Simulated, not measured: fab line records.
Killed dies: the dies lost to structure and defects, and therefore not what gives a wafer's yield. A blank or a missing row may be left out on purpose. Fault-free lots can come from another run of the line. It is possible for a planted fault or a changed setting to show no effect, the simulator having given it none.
Split-lot trial :: flow n5-finfet :: on a route of 1938 steps: 7 lots, 21 wafers read

## THE SPLIT ITSELF
At N5_MOL_CONTACT_COAG_ETCH_47 (etches SiNx in CH3F/O2, stops on W, target depth 27 nm), the setting over-etch-frac was moved away from the recipe's 0.2 on 9 of the 21 wafers read, by -7.0% to +4.3%. For the rest of the wafers, this setting stayed at what the recipe calls for.

The split's own step is where the reading is taken.

## THE READING
etch.over-etch-s (the simulator's own value, which no gauge read), in s, at N5_MOL_CONTACT_COAG_ETCH_47 (etches SiNx in CH3F/O2, stops on W, target depth 27 nm). The file gives no usual value for it. Average 5.152 s, standard deviation 0.056 s, over the 12 wafers here run with the recipe.

wafer: L075.1
tool, chamber at the split: rie-diel-06, 3
over-etch-frac as run: 0.2071
against the recipe: +3.5%
etch.over-etch-s, s: 5.251
against lot-mates on the recipe: +0.138

wafer: L075.3
tool, chamber at the split: rie-diel-06, 2
over-etch-frac as run: 0.2071
against the recipe: +3.5%
etch.over-etch-s, s: 5.297
against lot-mates on the recipe: +0.184

wafer: L075.6
tool, chamber at the split: rie-diel-06, 1
over-etch-frac as run: 0.2
against the recipe: recipe
etch.over-etch-s, s: 5.113
against lot-mates on the recipe: -

wafer: L076.4
tool, chamber at the split: rie-diel-06, 3
over-etch-frac as run: 0.2086
against the recipe: +4.3%
etch.over-etch-s, s: 5.375
against lot-mates on the recipe: +0.245

wafer: L076.5
tool, chamber at the split: rie-diel-06, 1
over-etch-frac as run: 0.2
against the recipe: recipe
etch.over-etch-s, s: 5.133
against lot-mates on the recipe: -

wafer: L076.6
tool, chamber at the split: rie-diel-06, 0
over-etch-frac as run: 0.2
against the recipe: recipe
etch.over-etch-s, s: 5.126
against lot-mates on the recipe: -

wafer: L084.1
tool, chamber at the split: rie-diel-05, 3
over-etch-frac as run: 0.2
against the recipe: recipe
etch.over-etch-s, s: 5.28
against lot-mates on the recipe: -

wafer: L084.2
tool, chamber at the split: rie-diel-05, 0
over-etch-frac as run: 0.1861
against the recipe: -7.0%
etch.over-etch-s, s: 4.824
against lot-mates on the recipe: -0.456

wafer: L084.3
tool, chamber at the split: rie-diel-05, 2
over-etch-frac as run: 0.1861
against the recipe: -7.0%
etch.over-etch-s, s: 4.812
against lot-mates on the recipe: -0.468

wafer: L087.1
tool, chamber at the split: rie-diel-06, 0
over-etch-frac as run: 0.2
against the recipe: recipe
etch.over-etch-s, s: 5.105
against lot-mates on the recipe: -

wafer: L087.2
tool, chamber at the split: rie-diel-06, 2
over-etch-frac as run: 0.2
against the recipe: recipe
etch.over-etch-s, s: 5.062
against lot-mates on the recipe: -

wafer: L087.6
tool, chamber at the split: rie-diel-06, 0
over-etch-frac as run: 0.2
against the recipe: recipe
etch.over-etch-s, s: 5.214
against lot-mates on the recipe: -

wafer: L090.1
tool, chamber at the split: rie-diel-05, 0
over-etch-frac as run: 0.2
against the recipe: recipe
etch.over-etch-s, s: 5.183
against lot-mates on the recipe: -

wafer: L090.3
tool, chamber at the split: rie-diel-05, 2
over-etch-frac as run: 0.192
against the recipe: -4.0%
etch.over-etch-s, s: 4.98
against lot-mates on the recipe: -0.203

wafer: L090.6
tool, chamber at the split: rie-diel-05, 1
over-etch-frac as run: 0.192
against the recipe: -4.0%
etch.over-etch-s, s: 5.036
against lot-mates on the recipe: -0.147

wafer: L092.2
tool, chamber at the split: rie-diel-04, 0
over-etch-frac as run: 0.1863
against the recipe: -6.9%
etch.over-etch-s, s: 5.049
against lot-mates on the recipe: -0.072

wafer: L092.3
tool, chamber at the split: rie-diel-04, 3
over-etch-frac as run: 0.2
against the recipe: recipe
etch.over-etch-s, s: 5.121
against lot-mates on the recipe: -

wafer: L092.6
tool, chamber at the split: rie-diel-04, 1
over-etch-frac as run: 0.1863
against the recipe: -6.9%
etch.over-etch-s, s: 4.748
against lot-mates on the recipe: -0.373

wafer: L097.1
tool, chamber at the split: rie-diel-06, 3
over-etch-frac as run: 0.2
against the recipe: recipe
etch.over-etch-s, s: 5.185
against lot-mates on the recipe: -

wafer: L097.5
tool, chamber at the split: rie-diel-06, 0
over-etch-frac as run: 0.2
against the recipe: recipe
etch.over-etch-s, s: 5.125
against lot-mates on the recipe: -

wafer: L097.6
tool, chamber at the split: rie-diel-06, 1
over-etch-frac as run: 0.2
against the recipe: recipe
etch.over-etch-s, s: 5.181
against lot-mates on the recipe: -

THE FIT
A straight line over all 21 wafers: etch.over-etch-s changes by +0.0418 s for each +1% of over-etch-frac; r = +0.90; the points scatter about the line by 0.071 s.
The same after taking each lot's own level away (the mean of its wafers on the recipe; 21 wafers): +0.0493 s for each +1%; r = +0.91; scatter 0.079 s.
Per that fit: largest over-etch-frac move, reading shift of 0.34 s.
The span of the lots' own levels, 5.1130 to 5.2800 s, comes to 3.0 times the standard deviation stated above.
So the slope is not independent of the lot-to-lot level: the two fits are not the same.
Check: with one of the wafers moved furthest among these (-7.0%) left out of the fit, the line predicts -0.314 s for it against its lot-mates. Against them it came out at -0.456 s.

## THESE WAFERS: OTHER SPLITS
These wafers also went through other splits before the reading. Each is held against what the fit with the lots' levels taken away leaves over:
other split on the same wafers: N5_HKMG_FIN_ETCH_55 bias-w
wafers away from the commonest value: 8
r with etch.over-etch-s (lot level and that fit taken away): +0.06

other split on the same wafers: N5_MOL_CONTACT_COAG_EXPOSE_05 dose-mj
wafers away from the commonest value: 7
r with etch.over-etch-s (lot level and that fit taken away): +0.34

## FILE'S OWN FIT
etch.over-etch-s changes by +0.0497 s for each +1% of over-etch-frac, r = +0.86.
